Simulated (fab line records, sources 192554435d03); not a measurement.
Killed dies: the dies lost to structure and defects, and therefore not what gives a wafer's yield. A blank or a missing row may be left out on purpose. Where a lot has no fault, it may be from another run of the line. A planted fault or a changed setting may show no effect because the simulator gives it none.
Split-lot experiment -- flow n5 finfet -- route with 1938 steps; 7 lots, 39 wafers read

THE SPLIT ITSELF
At N5_PMOS_HMC_CHANNEL_EPI_EPI_20 (deposits SiGe30, target thk 59 nm), the setting temp c was moved away from the recipe's 600 C on 9 of the 39 wafers read, by -0.9% to +0.9%. The other wafers ran this setting at the recipe's value.

The reading comes from the split's own step.

THE READING
SiGe30_of_PMOS_HMC_CHANNEL_EPI_EPI_20.thk nm (the simulator's own value, which no gauge read), in nm, at N5_PMOS_HMC_CHANNEL_EPI_EPI_20 (deposits SiGe30, target thk 59 nm). The file does not state a usual value for it. Here, 30 wafers ran the recipe; their average is 58.75 nm with a standard deviation of 0.49 nm.

wafer,"tool, chamber at the split","temp c as run, C",against the recipe,"SiGe30_of_PMOS_HMC_CHANNEL_EPI_EPI_20.thk nm, nm",against lot-mates on the recipe
L075.1,"epi rpcvd-01, 0",600,recipe,59.48,-
L075.2,"epi rpcvd-01, 0",600,recipe,59.21,-
L075.3,"epi rpcvd-01, 0",597.7,-0.4%,57.5,-1.86
L075.4,"epi rpcvd-01, 0",597.7,-0.4%,56.14,-3.22
L075.5,"epi rpcvd-01, 0",600,recipe,59.39,-
L075.6,"epi rpcvd-01, 0",597.7,-0.4%,56.88,-2.48
L077.2,"epi rpcvd-03, 0",600,recipe,59.33,-
L077.5,"epi rpcvd-03, 0",600,recipe,58.8,-
L077.6,"epi rpcvd-03, 0",600,recipe,59.67,-
L081.1,"epi rpcvd-03, 0",600,recipe,58.66,-
L081.2,"epi rpcvd-03, 0",600,recipe,58.47,-
L081.3,"epi rpcvd-03, 0",600,recipe,58.02,-
L081.4,"epi rpcvd-03, 0",600,recipe,59.1,-
L081.5,"epi rpcvd-03, 0",600,recipe,58.76,-
L081.6,"epi rpcvd-03, 0",600,recipe,58.49,-
L082.1,"epi rpcvd-03, 0",600,recipe,59.02,-
L082.2,"epi rpcvd-03, 0",600,recipe,58.03,-
L082.3,"epi rpcvd-03, 0",600,recipe,58.78,-
L082.4,"epi rpcvd-03, 0",600,recipe,58.65,-
L082.5,"epi rpcvd-03, 0",600,recipe,58.59,-
L082.6,"epi rpcvd-03, 0",600,recipe,59.12,-
L085.1,"epi rpcvd-03, 0",605.6,+0.9%,65.75,+6.49
L085.2,"epi rpcvd-03, 0",600,recipe,59.55,-
L085.3,"epi rpcvd-03, 0",605.6,+0.9%,65.81,+6.55
L085.4,"epi rpcvd-03, 0",600,recipe,59.39,-
L085.5,"epi rpcvd-03, 0",605.6,+0.9%,66.23,+6.97
L085.6,"epi rpcvd-03, 0",600,recipe,58.85,-
L087.1,"epi rpcvd-01, 0",600,recipe,58.49,-
L087.2,"epi rpcvd-01, 0",600,recipe,58.13,-
L087.3,"epi rpcvd-01, 0",600,recipe,58.31,-
L087.4,"epi rpcvd-01, 0",600,recipe,58.47,-
L087.5,"epi rpcvd-01, 0",600,recipe,58.48,-
L087.6,"epi rpcvd-01, 0",600,recipe,58.66,-
L097.1,"epi rpcvd-01, 0",600,recipe,57.82,-
L097.2,"epi rpcvd-01, 0",594.9,-0.9%,52.84,-5.36
L097.3,"epi rpcvd-01, 0",600,recipe,58.78,-
L097.4,"epi rpcvd-01, 0",600,recipe,58.01,-
L097.5,"epi rpcvd-01, 0",594.9,-0.9%,53.03,-5.17
L097.6,"epi rpcvd-01, 0",594.9,-0.9%,53.22,-4.98

FIT RESULTS
A straight line over all 39 wafers: SiGe30_of_PMOS_HMC_CHANNEL_EPI_EPI_20.thk nm changes by +7.09 nm for each +1% of temp c; r = +0.98; the points scatter about the line by 0.54 nm.
The same after taking each lot's own level away (the mean of its wafers on the recipe; 39 wafers): +6.67 nm for each +1%; r = +0.99; scatter 0.37 nm.
On that fit, the largest move of temp c shifts the reading by 6.2 nm.
From 58.203 to 59.360 nm: that is the span of the lots' own levels, equal to 2.4 times the standard deviation above.
Consequently the slope shifts little with the lot-to-lot level, the two slopes agreeing.
Check: for one of the wafers moved furthest among these (+0.9%), held out of the fit, the line's prediction against its lot-mates is +6.25 nm. Against them it came out at +6.49 nm.

THE FILE'S OWN FIT
SiGe30_of_PMOS_HMC_CHANNEL_EPI_EPI_20.thk nm changes by +6.66 nm for each +1% of temp c, r = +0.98.
